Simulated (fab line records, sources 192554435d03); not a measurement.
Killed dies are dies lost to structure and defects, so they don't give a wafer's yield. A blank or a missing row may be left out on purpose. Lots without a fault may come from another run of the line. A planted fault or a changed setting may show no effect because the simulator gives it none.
fab line records | flow n5_finfet
record lots=5 wafers=15 last_day=17
route steps=1938 shown MOL_CONTACT_COAG@589
lots that met no fault: from a run of the same line without faults
start_h: hours from the record's first day to the start of the lot's first wafer shown | wait_h: hours since the lot's step before | " the same as in the row above | L1.1+2: a row that stands for several wafers | - no value, or no start given | * or withheld: withheld | < > ~ a bound
route shown NAME@n: a module of which the file shows steps, and the number in the route of the first | usual: mean/standard deviation of fault-free wafers | same: alike in all rows | chamber/n: place in a boat | sites: the reading at each site | _std_site: their standard deviation | _edge_site: outer sites' mean less inner sites' | radius_mm: how far each site lies from the wafer's centre | mask NAME#n: copy n | behind: the tool/chamber that last shaped the wafer | hold: why the lot was held/for how many hours/how that ended | device: the transistor (n, p or np) that didn't switch | end of line: the same wafers' tests at the end of the route | a step without rows: its recipe alone | killed: dies lost to structure and defects at the first sort, not the wafer's yield | map: a wafer's dies, x killed, . not, _ none there
set.NAME: the setting as run; set.NAME@STEP: as run at that earlier step | model.NAME: the simulator's own value behind a step, which no gauge read
lots at some steps of the route; a table a step, a row a wafer
services: from which hour (start_h, from the record's first day; less than 0 if before it) a tool's chamber was out of use, for how many hours, and why
## steps
# step N5_MOL_CONTACT_COAG_STRIP_119
# recipe chemistry=N2/H2 time_s=30 power_w=1000 temp_c=250 pressure_mtorr=withheld n2_flow_sccm=1750 h2_flow_sccm=3250
# usual drypump_motor_current_A=6.37/0.086 heater_power_w=324/17
# columns lot.wafer tool chamber start_h wait_h drypump_motor_current_A heater_power_w rf_hours_counter_h
L074.2 plasma_asher-01 1 103.79 0.1 6.40 315 80
L074.4 " 0 " " 6.44 302 -
L074.6 " 0 " " 6.42 309 -
L078.2 plasma_asher-02 1 126.82 0.1 6.40 347 54
L078.4 " 0 " " 6.22 319 -
L078.5 " 1 " " 6.42 347 -
L081.2 plasma_asher-01 0 139.11 0.1 6.43 299 84
L081.3 " 1 " " 6.41 322 -
L081.5 " 0 " " 6.43 311 -
L084.1 plasma_asher-01 1 161.85 0.1 6.39 318 88
L084.2 " 0 " " 6.44 295 88
L084.5 " 1 " " 6.37 313 -
L091.2 plasma_asher-01 1 203.62 0.1 6.43 323 97
L091.3 " 1 " " 6.42 316 -
L091.5 " 0 " " 6.43 305 -
# step N5_MOL_CONTACT_COAG_PRECLEAN_144
# recipe chemistry=alkaline_clean temp_c=60 time_s=60 do_ppb=50
# columns lot.wafer tool chamber start_h wait_h
L074.2+4+6 wet_bench-01 3,2,5 103.87 0.1
L078.2+4+5 wet_bench-05 0,1,4 126.91 0.1
L081.2+3+5 wet_bench-05 4,3,0 139.20 0.1
L084.1+2+5 wet_bench-02 5,2,0 161.94 0.1
L091.2+3+5 wet_bench-01 6,4,0 203.71 0.1
# step N5_MOL_CONTACT_COAG_SRD_145
# recipe dry=ipa_marangoni time_s=30 temp_c=23 rinse_liquid=diw
# columns lot.wafer tool chamber start_h wait_h
L074.2+4+6 wet_bench-01 3,2,5 103.89 0.0
L078.2+4+5 wet_bench-05 0,1,4 126.93 0.0
L081.2+3+5 wet_bench-05 4,3,0 139.22 0.0
L084.1+2+5 wet_bench-02 5,2,0 161.96 0.0
L091.2+3+5 wet_bench-01 6,4,0 203.73 0.0
# step N5_MOL_CONTACT_COAG_CD_MEAS_137
# recipe target_cd_nm=16
# usual cd_nm=15.8/0.31
# columns lot.wafer tool chamber start_h wait_h cd_nm
L074.2 cd_sem-03 - 103.93 0.0 15.8
L074.4 " - " " 15.7
L074.6 " - " " 15.6
L078.2 cd_sem-01 - 126.97 0.0 15.5
L078.4 " - " " 15.7
L078.5 " - " " 16.2
L081.2 cd_sem-01 - 139.26 0.0 15.7
L081.3 " - " " 15.5
L081.5 " - " " 15.9
L084.1 cd_sem-01 - 162.00 0.0 16.0
L084.2 " - " " 15.9
L084.5 " - " " 15.6
L091.2 cd_sem-01 - 203.77 0.0 14.8
L091.3 " - " " 15.5
L091.5 " - " " 15.6
# step N5_MOL_CONTACT_COAG_COAT_62
# recipe resist=SOC temp_c=250 time_s=60 spin_rpm=1500 resist_thk_nm=60
# columns lot.wafer tool chamber start_h wait_h
L074.2+4+6 litho_track-02 0 103.97 0.0
L078.2+4+5 litho_track-05 0 127.01 0.0
L081.2+3+5 litho_track-04 0 139.30 0.0
L084.1+2+5 litho_track-04 0 162.04 0.0
L091.2+3+5 litho_track-04 0 203.80 0.0
# step N5_MOL_CONTACT_COAG_COAT_63
# recipe resist=SiARC temp_c=220 time_s=60 spin_rpm=1500 resist_thk_nm=10
# columns lot.wafer tool chamber start_h wait_h
L074.2+4+6 litho_track-02 0 - -
L078.2+4+5 litho_track-05 0 - -
L081.2+3+5 litho_track-04 0 - -
L084.1+2+5 litho_track-04 0 - -
L091.2+3+5 litho_track-04 0 - -
# step N5_MOL_CONTACT_COAG_COAT_64
# recipe resist=underlayer temp_c=205 time_s=60 spin_rpm=1500 resist_thk_nm=10
# columns lot.wafer tool chamber start_h wait_h
L074.2+4+6 litho_track-02 0 - -
L078.2+4+5 litho_track-05 0 - -
L081.2+3+5 litho_track-04 0 - -
L084.1+2+5 litho_track-04 0 - -
L091.2+3+5 litho_track-04 0 - -
# step N5_MOL_CONTACT_COAG_COAT_34
# recipe resist=CAR-EUV spin_rpm=1500 resist_thk_nm=40
# columns lot.wafer tool chamber start_h wait_h
L074.2+4+6 litho_track-02 0 - -
L078.2+4+5 litho_track-05 0 - -
L081.2+3+5 litho_track-04 0 - -
L084.1+2+5 litho_track-04 0 - -
L091.2+3+5 litho_track-04 0 - -
# step N5_MOL_CONTACT_COAG_EBR_36
# recipe solvent=PGMEA ebr_width_mm=1.5
# columns lot.wafer tool chamber start_h wait_h
L074.2+4+6 litho_track-02 0 - -
L078.2+4+5 litho_track-05 0 - -
L081.2+3+5 litho_track-04 0 - -
L084.1+2+5 litho_track-04 0 - -
L091.2+3+5 litho_track-04 0 - -
# step N5_MOL_CONTACT_COAG_SOFTBAKE_35
# recipe temp_c=110 time_s=60 resist=CAR-EUV
# columns lot.wafer tool chamber start_h wait_h
L074.2+4+6 litho_track-02 0 - -
L078.2+4+5 litho_track-05 0 - -
L081.2+3+5 litho_track-04 0 - -
L084.1+2+5 litho_track-04 0 - -
L091.2+3+5 litho_track-04 0 - -
# step N5_MOL_CONTACT_COAG_EXPOSE_37
# recipe mask_id=VD na=0.33 source_shape=annular sigma_inner=0.3 sigma_outer=0.7 polarization=unpolarized defocus_nm=0 dose_mj=62
# same sigma_inner=0.3
# columns lot.wafer tool chamber start_h wait_h mask
L074.2+4+6 euv_scanner-01 0 104.12 - VD#0
L078.2+4+5 euv_scanner-01 0 127.15 - VD#0
L081.2+3+5 euv_scanner-02 0 139.57 - VD#0
L084.1+2+5 euv_scanner-01 0 162.17 - VD#0
L091.2+3+5 euv_scanner-01 0 204.07 - VD#0
# step N5_MOL_CONTACT_COAG_PEB_38
# recipe peb_temp_c=100 peb_time_s=60 resist=CAR-EUV
# columns lot.wafer tool chamber start_h wait_h
L074.2+4+6 litho_track-02 0 104.19 0.1
L078.2+4+5 litho_track-05 0 127.22 0.1
L081.2+3+5 litho_track-04 0 139.64 0.1
L084.1+2+5 litho_track-05 0 162.25 0.1
L091.2+3+5 litho_track-04 0 204.14 0.1
# step N5_MOL_CONTACT_COAG_DEVELOP_39
# recipe develop_time_s=30 developer=TMAH resist=CAR-EUV rinse_liquid=surfactant_rinse dry=air_spin dev_temp_c=23
# columns lot.wafer tool chamber start_h wait_h
L074.2+4+6 litho_track-02 0 - -
L078.2+4+5 litho_track-05 0 - -
L081.2+3+5 litho_track-04 0 - -
L084.1+2+5 litho_track-05 0 - -
L091.2+3+5 litho_track-04 0 - -
# step N5_MOL_CONTACT_COAG_CD_MEAS_40
# recipe target_cd_nm=25.1 landing_energy_ev=500 detector=se_inlens polarity=opening
# usual cd_nm=25.05/0.23
# columns lot.wafer tool chamber start_h wait_h cd_nm
L074.2 cd_sem-02 0 104.25 - 25.10
L074.4 " 0 " " 25.45
L074.6 " 0 " " 25.14
L078.2 cd_sem-01 0 127.29 - 24.95
L078.4 " 0 " " 25.04
L078.5 " 0 " " 25.02
L081.2 cd_sem-01 0 139.71 - 25.04
L081.3 " 0 " " 25.37
L081.5 " 0 " " 24.55
L084.1 cd_sem-03 0 162.32 - 25.08
L084.2 " 0 " " 25.08
L084.5 " 0 " " 25.30
L091.2 cd_sem-02 0 204.21 - 25.03
L091.3 " 0 " " 25.20
L091.5 " 0 " " 24.89
# step N5_MOL_CONTACT_COAG_OVL_MEAS_41
# recipe points_per_wafer=522
# usual VD_OVL=0.4/0.65
# columns lot.wafer tool chamber start_h wait_h VD_OVL[nm]
L074.2 overlay-01 0 104.29 0.0 0.2
L074.4 " 0 " " -0.7
L074.6 " 0 " " 0.0
L078.2 overlay-01 0 127.33 0.0 0.4
L078.4 " 0 " " 0.5
L078.5 " 0 " " 0.6
L081.2 overlay-02 0 139.74 0.0 0.1
L081.3 " 0 " " -0.1
L081.5 " 0 " " -0.2
L084.1 overlay-01 0 162.35 0.0 1.2
L084.2 " 0 " " 0.8
L084.5 " 0 " " 1.5
L091.2 overlay-02 0 204.25 0.0 1.6
L091.3 " 0 " " -0.1
L091.5 " 0 " " 0.2
# step N5_MOL_CONTACT_COAG_INSPECT_42
# recipe mode=adi inspect_instrument=brightfield
# usual raw_defect_count=216/59
# columns lot.wafer tool chamber start_h wait_h raw_defect_count
L074.2 defect_inspect-02 - 104.34 0.0 194
L074.4 " - " " 216
L074.6 " - " " 223
L078.2 defect_inspect-01 - 127.38 0.0 186
L078.4 " - " " 216
L078.5 " - " " 208
L081.2 defect_inspect-01 - 139.80 0.1 150
L081.3 " - " " 137
L081.5 " - " " 162
L084.1 defect_inspect-01 - 162.41 0.1 207
L084.2 " - " " 131
L084.5 " - " " 189
L091.2 defect_inspect-02 - 204.30 0.0 274
L091.3 " - " " 251
L091.5 " - " " 306
# step N5_MOL_CONTACT_COAG_DESCUM_45
# recipe chemistry=O2 time_s=7 source_power_w=50 bias_power_w=20 pressure_mtorr=20 rf_frequency_hz=2.712e+07 temp_c=40 resist=CAR-EUV o2_flow_sccm=225
# usual drypump_motor_current_A=5.7/0.54 oes_product_au=0.78/0.082 rf_vpp_V=243.1/1.4 showerhead_plenum_p_Torr=2.09/0.071 throttle_valve_pct=20.38/0.24
# columns lot.wafer tool chamber start_h wait_h drypump_motor_current_A oes_product_au rf_hours_counter_h rf_vpp_V showerhead_plenum_p_Torr throttle_valve_pct
L074.2 rie_diel-04 1 104.37 0.0 5.7 0.75 153 241.8 2.00 20.07
L074.4 " 2 " " 6.8 0.68 195 242.2 2.06 20.74
L074.6 " 2 " " 6.8 0.68 - 243.1 2.06 20.73
L078.2 rie_diel-03 3 128.00 0.6 5.7 0.83 74 242.4 2.02 20.20
L078.4 " 1 " " 6.2 0.83 79 242.4 2.09 19.96
L078.5 " 2 " " 5.6 0.86 - 242.1 2.05 20.57
L081.2 rie_diel-04 0 139.88 0.1 5.0 0.83 80 242.5 2.04 20.47
L081.3 " 1 " " 5.7 0.75 164 243.6 2.00 20.09
L081.5 " 2 " " 6.8 0.67 - 243.5 2.06 20.74
L084.1 rie_diel-04 0 162.44 0.0 4.9 0.83 86 242.7 2.04 20.49
L084.2 " 3 " " 5.8 0.70 182 243.6 2.08 20.25
L084.5 " 3 " " 5.8 0.71 - 244.0 2.08 20.25
L091.2 rie_diel-03 3 204.36 0.1 5.7 0.80 102 242.3 2.01 20.22
L091.3 " 2 " " 5.6 0.83 80 243.8 2.04 20.60
L091.5 " 2 " " 5.6 0.83 - 241.4 2.04 20.62
# step N5_MOL_CONTACT_COAG_ETCH_65
# recipe chemistry=N2/H2 target=underlayer target_depth_a=130 mask_material=CAR-EUV time_s=10.4 ion_energy_ev=200 pressure_mtorr=30 source_w=840 bias_w=150 n2_flow_sccm=200 h2_flow_sccm=200 ends=cleared
# usual drypump_motor_current_A=5.7/0.55 etch_rf_on_time_s=10.44/0.19 oes_product_au=0.67/0.07 rf_vpp_V=523.7/2.7 showerhead_plenum_p_Torr=2.53/0.087 throttle_valve_pct=17.77/0.25
# columns lot.wafer tool chamber start_h wait_h drypump_motor_current_A etch_rf_on_time_s oes_product_au rf_hours_counter_h rf_vpp_V showerhead_plenum_p_Torr throttle_valve_pct
L074.2 rie_diel-04 1 104.41 0.0 5.7 10.36 0.66 153 520.9 2.44 17.47
L074.4 " 2 " " 6.8 10.83 0.59 195 524.7 2.52 18.24
L074.6 " 2 " " 6.8 10.68 0.58 - 523.7 2.52 18.25
L078.2 rie_diel-03 3 128.04 0.0 5.7 10.32 0.71 74 520.7 2.47 17.66
L078.4 " 1 " " 6.3 10.37 0.71 79 524.5 2.56 17.36
L078.5 " 2 " " 5.6 10.55 0.74 - 523.4 2.47 17.92
L081.2 rie_diel-04 0 139.92 0.0 4.9 10.46 0.71 80 520.8 2.46 17.85
L081.3 " 1 " " 5.7 10.42 0.65 164 521.0 2.43 17.47
L081.5 " 2 " " 6.8 10.68 0.58 - 523.9 2.52 18.27
L084.1 rie_diel-04 0 162.48 0.0 4.9 10.39 0.71 86 520.8 2.46 17.86
L084.2 " 3 " " 5.8 10.37 0.61 182 523.4 2.52 17.61
L084.5 " 3 " " 5.8 10.37 0.61 - 524.0 2.52 17.59
L091.2 rie_diel-03 3 204.40 0.0 5.7 10.43 0.69 102 522.0 2.45 17.71
L091.3 " 2 " " 5.6 10.53 0.70 80 521.9 2.46 17.97
L091.5 " 2 " " 5.6 10.53 0.71 - 522.1 2.46 17.94
# step N5_MOL_CONTACT_COAG_ETCH_66
# recipe chemistry=CF4 target=SiARC target_depth_a=130 mask_material=CAR-EUV time_s=21.7 ion_energy_ev=80 pressure_mtorr=40 source_w=545 bias_w=36 Ar_flow_sccm=100 cf4_flow_sccm=100 ends=cleared
# usual drypump_motor_current_A=5.7/0.54 etch_rf_on_time_s=21.7/0.39 oes_product_au=0.67/0.069 rf_vpp_V=184.0/1.2 showerhead_plenum_p_Torr=2.14/0.074 throttle_valve_pct=15.60/0.22
# columns lot.wafer tool chamber start_h wait_h drypump_motor_current_A etch_rf_on_time_s oes_product_au rf_hours_counter_h rf_vpp_V showerhead_plenum_p_Torr throttle_valve_pct
L074.2 rie_diel-04 1 104.43 0.0 5.7 21.4 0.66 153 182.5 2.06 15.33
L074.4 " 2 " " 6.8 22.2 0.60 195 184.4 2.13 16.01
L074.6 " 2 " " 6.7 22.4 0.59 - 184.8 2.13 16.01
L078.2 rie_diel-03 3 128.06 0.0 5.7 21.7 0.72 74 184.5 2.08 15.34
L078.4 " 1 " " 6.3 21.8 0.70 79 185.0 2.17 15.30
L078.5 " 2 " " 5.6 22.3 0.73 - 184.2 2.08 15.62
L081.2 rie_diel-04 0 139.94 0.0 5.0 21.6 0.71 80 183.6 2.08 15.55
L081.3 " 1 " " 5.7 21.2 0.66 164 181.6 2.06 15.36
L081.5 " 2 " " 6.8 21.9 0.59 - 185.0 2.12 16.03
L084.1 rie_diel-04 0 162.50 0.0 4.9 21.7 0.70 86 183.9 2.08 15.58
L084.2 " 3 " " 5.8 21.7 0.60 182 183.6 2.14 15.56
L084.5 " 3 " " 5.8 21.9 0.61 - 183.7 2.14 15.57
L091.2 rie_diel-03 3 204.42 0.0 5.7 21.4 0.69 102 184.9 2.07 15.38
L091.3 " 2 " " 5.6 21.9 0.71 80 183.1 2.07 15.66
L091.5 " 2 " " 5.6 21.8 0.70 - 184.0 2.07 15.67
# step N5_MOL_CONTACT_COAG_ALD_133
# recipe material=SiO2 target_thk_a=50 temp_c=100 ald_precursor_family=BDEAS ald_co_reactant=O2-plasma pulse_time_s=1 co_reactant_pulse_time_s=1 purge_time_s=2 co_reactant_purge_time_s=2 ald_cycles=35 pressure_torr=2
# usual heater_power_w=77/8.9 precursor_pulse_height_rel=1.000/0.019
# columns lot.wafer tool chamber start_h wait_h heater_power_w precursor_pulse_height_rel
L074.2 ald_sin-01 2 104.79 0.3 67 1.007
L074.4 " 1 " " 90 0.972
L074.6 " 2 " " 68 1.018
L078.2 ald_sin-01 3 128.14 0.1 71 0.994
L078.4 " 2 " " 68 0.999
L078.5 " 2 " " 67 0.983
L081.2 ald_sin-04 3 140.02 0.1 75 0.976
L081.3 " 2 " " 90 1.023
L081.5 " 0 " " 79 0.996
L084.1 ald_sin-01 2 162.58 0.1 70 0.993
L084.2 " 3 " " 70 1.023
L084.5 " 2 " " 69 1.024
L091.2 ald_sin-03 2 204.50 0.1 89 0.982
L091.3 " 0 " " 78 0.994
L091.5 " 2 " " 85 1.002
# step N5_MOL_CONTACT_COAG_ETCHBACK_134
# recipe chemistry=CHF3 target=SiO2 target_depth_a=100 time_s=6.7 ion_energy_ev=200 pressure_mtorr=30 source_w=610 bias_w=170 Ar_flow_sccm=200 CHF3_flow_sccm=50
# usual CHF3_flow_sccm=50.00/0.15 drypump_motor_current_A=5.6/0.52 oes_product_au=0.81/0.087 rf_vpp_V=524/7.9 showerhead_plenum_p_Torr=2.40/0.086 throttle_valve_pct=18.71/0.22
# columns lot.wafer tool chamber start_h wait_h CHF3_flow_sccm drypump_motor_current_A oes_product_au rf_hours_counter_h rf_vpp_V showerhead_plenum_p_Torr throttle_valve_pct
L074.2 rie_diel-03 2 104.97 0.1 49.83 5.6 0.86 47 538 2.32 18.76
L074.4 " 3 " " 49.87 5.7 0.84 68 518 2.32 18.52
L074.6 " 1 " " 49.84 6.3 0.83 - 538 2.42 18.44
L078.2 rie_diel-03 1 128.35 0.1 49.85 6.3 0.83 79 535 2.42 18.45
L078.4 " 2 " " 50.20 5.6 0.86 52 538 2.32 18.77
L078.5 " 2 " " 50.08 5.6 0.86 - 538 2.32 18.76
L081.2 rie_diel-06 1 140.28 0.2 50.23 5.9 0.93 22 532 2.54 18.60
L081.3 " 0 " " 49.86 5.3 0.97 2 522 2.42 18.51
L081.5 " 0 " " 50.21 5.2 0.98 - 521 2.42 18.50
L084.1 rie_diel-04 1 162.75 0.1 49.97 5.7 0.75 170 518 2.27 18.38
L084.2 " 0 " " 50.13 5.0 0.83 86 514 2.33 18.81
L084.5 " 3 " " 49.89 5.8 0.70 - 514 2.39 18.67
L091.2 rie_diel-06 3 204.68 0.1 50.01 4.9 0.93 32 533 2.54 18.95
L091.3 " 2 " " 50.25 5.4 0.69 249 525 2.43 18.91
L091.5 " 0 " " 49.97 5.3 0.89 - 521 2.41 18.55
# step N5_MOL_CONTACT_COAG_ETCH_67
# recipe chemistry=N2/H2 target=SOC target_depth_a=600 overetch_a=210 mask_material=SiARC temp_c=40 time_s=101.2 ion_energy_ev=200 pressure_mtorr=30 source_w=840 bias_w=150 n2_flow_sccm=200 h2_flow_sccm=200
# usual drypump_motor_current_A=5.6/0.51 oes_product_au=0.68/0.069 rf_vpp_V=524.5/2.7 showerhead_plenum_p_Torr=2.56/0.092 throttle_valve_pct=17.72/0.22
# columns lot.wafer tool chamber start_h wait_h drypump_motor_current_A oes_product_au rf_hours_counter_h rf_vpp_V showerhead_plenum_p_Torr throttle_valve_pct
L074.2 rie_diel-03 2 105.00 0.0 5.6 0.73 47 521.8 2.47 17.85
L074.4 " 3 " " 5.7 0.70 68 521.8 2.47 17.63
L074.6 " 1 " " 6.3 0.69 - 524.3 2.56 17.32
L078.2 rie_diel-03 1 128.38 0.0 6.3 0.69 79 523.9 2.56 17.34
L078.4 " 2 " " 5.6 0.73 52 523.9 2.47 17.87
L078.5 " 2 " " 5.6 0.73 - 522.0 2.47 17.87
L081.2 rie_diel-06 1 140.31 0.0 5.9 0.77 22 528.4 2.71 17.63
L081.3 " 0 " " 5.3 0.81 2 526.8 2.60 17.71
L081.5 " 0 " " 5.3 0.81 - 526.4 2.60 17.71
L084.1 rie_diel-04 1 162.79 0.0 5.7 0.63 170 521.2 2.43 17.47
L084.2 " 0 " " 5.0 0.69 86 522.0 2.46 17.83
L084.5 " 3 " " 5.8 0.60 - 524.7 2.52 17.57
L091.2 rie_diel-06 3 204.71 0.0 5.0 0.76 32 527.6 2.69 17.77
L091.3 " 2 " " 5.4 0.58 249 525.6 2.58 17.90
L091.5 " 0 " " 5.3 0.76 - 525.6 2.59 17.77
# step N5_MOL_CONTACT_COAG_STRIP_68
# recipe chemistry=N2/H2 temp_c=40 n2_flow_sccm=200 h2_flow_sccm=200 rf_frequency_hz=6e+07
# columns lot.wafer tool chamber start_h wait_h
L074.2+4+6 rie_diel-03 2,3,1 105.07 0.0
L078.2+4+5 rie_diel-03 1,2,2 128.45 0.0
L081.2+3+5 rie_diel-06 1,0,0 140.38 0.0
L084.1+2+5 rie_diel-04 1,0,3 162.86 0.0
L091.2+3+5 rie_diel-06 3,2,0 204.78 0.0
# step N5_MOL_CONTACT_COAG_STRIP_69
# recipe chemistry=N2/H2 temp_c=40 n2_flow_sccm=200 h2_flow_sccm=200 rf_frequency_hz=6e+07
# columns lot.wafer tool chamber start_h wait_h
L074.2+4+6 rie_diel-03 2,3,1 105.08 0.0
L078.2+4+5 rie_diel-03 1,2,2 128.46 0.0
L081.2+3+5 rie_diel-06 1,0,0 140.39 0.0
L084.1+2+5 rie_diel-04 1,0,3 162.87 0.0
L091.2+3+5 rie_diel-06 3,2,0 204.79 0.0
# step N5_MOL_CONTACT_COAG_ETCHBACK_136
# recipe chemistry=CHF3 target=SiO2 target_depth_a=250 time_s=16.7 ion_energy_ev=200 pressure_mtorr=30 source_w=610 bias_w=170 Ar_flow_sccm=200 CHF3_flow_sccm=50
# usual CHF3_flow_sccm=49.96/0.14 drypump_motor_current_A=5.6/0.52 oes_product_au=0.81/0.087 rf_vpp_V=524/7.9 showerhead_plenum_p_Torr=2.40/0.086 throttle_valve_pct=18.71/0.22
# columns lot.wafer tool chamber start_h wait_h CHF3_flow_sccm drypump_motor_current_A oes_product_au rf_hours_counter_h rf_vpp_V showerhead_plenum_p_Torr throttle_valve_pct
L074.2 rie_diel-03 2 105.09 0.0 50.12 5.6 0.86 47 537 2.32 18.76
L074.4 " 3 " " 49.78 5.7 0.85 68 517 2.32 18.52
L074.6 " 1 " " 49.92 6.3 0.82 - 533 2.42 18.44
L078.2 rie_diel-03 1 128.47 0.0 49.99 6.2 0.81 79 534 2.42 18.43
L078.4 " 2 " " 50.13 5.6 0.86 52 537 2.32 18.76
L078.5 " 2 " " 49.95 5.6 0.87 - 538 2.32 18.78
L081.2 rie_diel-06 1 140.40 0.0 50.12 5.9 0.93 22 532 2.54 18.59
L081.3 " 0 " " 49.77 5.3 0.97 2 523 2.42 18.49
L081.5 " 0 " " 49.95 5.3 0.97 - 523 2.42 18.49
L084.1 rie_diel-04 1 162.88 0.0 50.00 5.8 0.75 170 516 2.27 18.38
L084.2 " 0 " " 50.04 4.9 0.82 87 514 2.33 18.82
L084.5 " 3 " " 50.11 5.8 0.70 - 512 2.39 18.69
L091.2 rie_diel-06 3 204.80 0.0 49.94 5.0 0.93 32 534 2.54 18.96
L091.3 " 2 " " 49.98 5.4 0.68 249 524 2.43 18.93
L091.5 " 0 " " 49.79 5.3 0.90 - 521 2.41 18.54
# step N5_MOL_CONTACT_COAG_STRIP_120
# recipe chemistry=CHF3 resist=SiARC rf_frequency_hz=6e+07
# columns lot.wafer tool chamber start_h wait_h
L074.2+4+6 rie_diel-03 2,3,1 105.11 0.0
L078.2+4+5 rie_diel-03 1,2,2 128.49 0.0
L081.2+3+5 rie_diel-06 1,0,0 140.42 0.0
L084.1+2+5 rie_diel-04 1,0,3 162.90 0.0
L091.2+3+5 rie_diel-06 3,2,0 204.82 0.0
# step N5_MOL_CONTACT_COAG_VIA_ETCH_117
# recipe chemistry=C4F6/O2 target_depth_a=400 overetch_a=80 mask_material=SOC target=SiO2 bias_w=455 pressure_mtorr=10 time_s=26 source_w=325 Ar_flow_sccm=300 C4F6_flow_sccm=10 O2_flow_sccm=10 ion_energy_ev=575.3 ends=end_point
# usual drypump_motor_current_A=5.6/0.52 oes_product_au=0.73/0.072 rf_vpp_V=1588/22 showerhead_plenum_p_Torr=2.87/0.1 throttle_valve_pct=41.1/0.37
# columns lot.wafer tool chamber start_h wait_h drypump_motor_current_A oes_product_au rf_hours_counter_h rf_vpp_V showerhead_plenum_p_Torr throttle_valve_pct
L074.2 rie_diel-03 2 105.12 0.0 5.7 0.78 47 1620 2.76 40.8
L074.4 " 3 " " 5.7 0.75 68 1571 2.77 41.5
L074.6 " 1 " " 6.3 0.74 - 1621 2.90 41.3
L078.2 rie_diel-03 1 128.50 0.0 6.3 0.73 79 1621 2.89 41.3
L078.4 " 2 " " 5.6 0.78 52 1622 2.76 40.8
L078.5 " 2 " " 5.6 0.77 - 1621 2.76 40.8
L081.2 rie_diel-06 1 140.43 0.0 5.9 0.83 22 1607 3.02 41.3
L081.3 " 0 " " 5.3 0.87 2 1586 2.88 40.8
L081.5 " 0 " " 5.3 0.86 - 1584 2.88 40.8
L084.1 rie_diel-04 1 162.91 0.0 5.7 0.68 170 1567 2.71 40.4
L084.2 " 0 " " 4.9 0.74 87 1554 2.78 41.2
L084.5 " 3 " " 5.8 0.64 - 1560 2.85 40.7
L091.2 rie_diel-06 3 204.83 0.0 5.0 0.82 32 1615 3.03 41.2
L091.3 " 2 " " 5.4 0.61 249 1591 2.90 41.1
L091.5 " 0 " " 5.3 0.80 - 1583 2.87 40.8
# step N5_MOL_CONTACT_COAG_ETCH_124
# recipe chemistry=CH3F/O2 target=SiNx target_depth_a=65 mask_material=SOC stop_on=SiOC over_etch_frac=0.3 ion_energy_ev=120 pressure_mtorr=30 source_w=395 bias_w=73 Ar_flow_sccm=150 CH3F_flow_sccm=30 O2_flow_sccm=20 ends=end_point
# usual drypump_motor_current_A=5.6/0.52 oes_product_au=0.70/0.071 rf_vpp_V=298/4.4 showerhead_plenum_p_Torr=2.02/0.075 throttle_valve_pct=16.29/0.22
# columns lot.wafer tool chamber start_h wait_h drypump_motor_current_A oes_product_au rf_hours_counter_h rf_vpp_V showerhead_plenum_p_Torr throttle_valve_pct
L074.2 rie_diel-03 2 105.15 0.0 5.6 0.75 47 305 1.94 16.29
L074.4 " 3 " " 5.7 0.71 68 295 1.95 16.12
L074.6 " 1 " " 6.3 0.71 - 305 2.04 16.05
L078.2 rie_diel-03 1 128.53 0.0 6.3 0.71 79 302 2.04 16.05
L078.4 " 2 " " 5.6 0.74 52 305 1.94 16.30
L078.5 " 2 " " 5.6 0.74 - 304 1.94 16.31
L081.2 rie_diel-06 1 140.46 0.0 5.9 0.78 22 300 2.13 16.13
L081.3 " 0 " " 5.2 0.82 3 297 2.03 16.07
L081.5 " 0 " " 5.2 0.83 - 297 2.03 16.09
L084.1 rie_diel-04 1 162.94 0.0 5.7 0.64 170 294 1.90 16.00
L084.2 " 0 " " 4.9 0.71 87 292 1.95 16.37
L084.5 " 3 " " 5.8 0.61 - 292 2.01 16.30
L091.2 rie_diel-06 3 204.86 0.0 4.9 0.79 32 304 2.14 16.51
L091.3 " 2 " " 5.4 0.59 249 298 2.05 16.55
L091.5 " 0 " " 5.3 0.77 - 297 2.03 16.13
# step N5_MOL_CONTACT_COAG_ETCH_48
# recipe chemistry=C4F6/O2 target_depth_a=150 overetch_a=45 mask_material=SOC target=SiOC bias_w=465 pressure_mtorr=10 time_s=17 source_w=335 Ar_flow_sccm=300 C4F6_flow_sccm=10 O2_flow_sccm=10 ion_energy_ev=576
# usual drypump_motor_current_A=5.6/0.52 oes_product_au=0.67/0.075 rf_vpp_V=1590/22 showerhead_plenum_p_Torr=2.87/0.1 throttle_valve_pct=40.7/0.36
# columns lot.wafer tool chamber start_h wait_h drypump_motor_current_A oes_product_au rf_hours_counter_h rf_vpp_V showerhead_plenum_p_Torr throttle_valve_pct
L074.2 rie_diel-03 2 105.19 0.0 5.6 0.74 47 1623 2.76 40.3
L074.4 " 3 " " 5.7 0.68 68 1573 2.77 41.0
L074.6 " 1 " " 6.3 0.71 - 1623 2.90 40.8
L078.2 rie_diel-03 1 128.57 0.0 6.3 0.64 79 1622 2.89 40.8
L078.4 " 2 " " 5.6 0.67 52 1624 2.76 40.3
L078.5 " 2 " " 5.6 0.71 - 1624 2.76 40.3
L081.2 rie_diel-06 1 140.50 0.0 5.9 0.77 22 1609 3.02 40.9
L081.3 " 0 " " 5.3 0.77 3 1586 2.88 40.3
L081.5 " 0 " " 5.2 0.76 - 1588 2.88 40.3
L084.1 rie_diel-04 1 162.98 0.0 5.7 0.65 170 1569 2.71 39.9
L084.2 " 0 " " 4.9 0.68 87 1557 2.78 40.7
L084.5 " 3 " " 5.8 0.59 - 1562 2.85 40.3
L091.2 rie_diel-06 3 204.90 0.0 5.0 0.77 32 1619 3.03 40.7
L091.3 " 2 " " 5.4 0.55 249 1594 2.90 40.7
L091.5 " 0 " " 5.3 0.76 - 1586 2.87 40.3
## services
# columns tool chamber start_h hours kind
ald_sin-03 - 80.68 6.1 pm
ald_sin-01 - 85.75 14.0 pm
euv_scanner-01 - 88.13 1.0 pm
euv_scanner-02 - 105.66 1.0 pm
euv_scanner-02 - 107.39 2.2 repair
wet_bench-02 - 108.35 2.2 repair
ald_sin-03 - 108.58 0.9 repair
euv_scanner-01 - 112.82 0.8 repair
wet_bench-02 - 113.50 1.1 repair
plasma_asher-01 - 116.91 6.5 repair
ald_sin-03 - 119.99 2.8 pm
euv_scanner-01 - 121.73 4.6 pm
euv_scanner-02 - 129.63 4.6 pm
ald_sin-03 1 130.03 1.8 repair
ald_sin-01 2 130.46 7.6 repair
euv_scanner-02 - 141.52 1.8 repair
rie_diel-04 2 142.43 9.2 repair
euv_scanner-01 - 144.28 1.0 pm
euv_scanner-02 - 161.81 1.0 pm
wet_bench-02 - 166.05 1.9 pm
rie_diel-04 3 166.11 2.1 repair
ald_sin-04 - 176.75 14.0 pm
euv_scanner-01 - 200.45 1.0 pm
rie_diel-06 - 202.66 1.0 repair
## key
fault none
